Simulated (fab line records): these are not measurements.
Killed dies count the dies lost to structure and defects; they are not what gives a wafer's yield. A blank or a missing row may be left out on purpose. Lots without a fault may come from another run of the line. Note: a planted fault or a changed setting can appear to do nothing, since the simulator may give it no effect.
Matching of chambers + flow n5_finfet + N5_BEOL_M4_PECVD_72 on pecvd-01: 3 sister chambers
The step deposits SiO2 from TEOS/O2, target thk 16 nm, time 18 s. 3 wafers are shown with their chamber, then 7 later ones without.

== WAFERS WITH THEIR CHAMBER ==
| wafer  | chamber | throttle_valve_pct (%) |
|--------|---------|------------------------|
| L086.3 | 0       | 23.7                   |
| L090.1 | 1       | 23.3                   |
| L090.3 | 2       | 22.0                   |

== WAFERS WHOSE CHAMBER IS MISSING ==
| wafer  | throttle_valve_pct (%) |
|--------|------------------------|
| L090.5 | 23.7                   |
| L091.2 | 22.2                   |
| L091.5 | 23.9                   |
| L091.6 | 22.4                   |
| L096.4 | 22.3                   |
| L096.5 | 23.3                   |
| L096.6 | 22.3                   |

== WHICH CHAMBER EACH ONE RAN IN ==
| wafer  | from the rows above     | in truth |
|--------|-------------------------|----------|
| L090.5 | can't be placed: 0 or 1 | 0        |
| L091.2 | 2                       | 2        |
| L091.5 | can't be placed: 0 or 1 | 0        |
| L091.6 | 2                       | 2        |
| L096.4 | 2                       | 2        |
| L096.5 | can't be placed: 1 or 0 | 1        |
| L096.6 | 2                       | 2        |
Placed correctly: 4 of 7. Cannot be placed on the basis of these rows: 3; the candidates contain the true chamber in 3. Number placed wrongly: 0.
How it was worked out, from the rows above alone: a wafer's distance from a chamber is the root of the sum, over the readings, of the square of ((its reading less the chamber's mean) divided by the reading's scatter). If the next closest chamber is less than 2 further off than the closest, the wafer can't be placed; otherwise it belongs to the closest. Each chamber's mean is taken over the wafers shown for it. The scatter (one wafer shown for each chamber): square how far every hidden wafer sits from the nearest shown wafer, average those squares and take the square root.
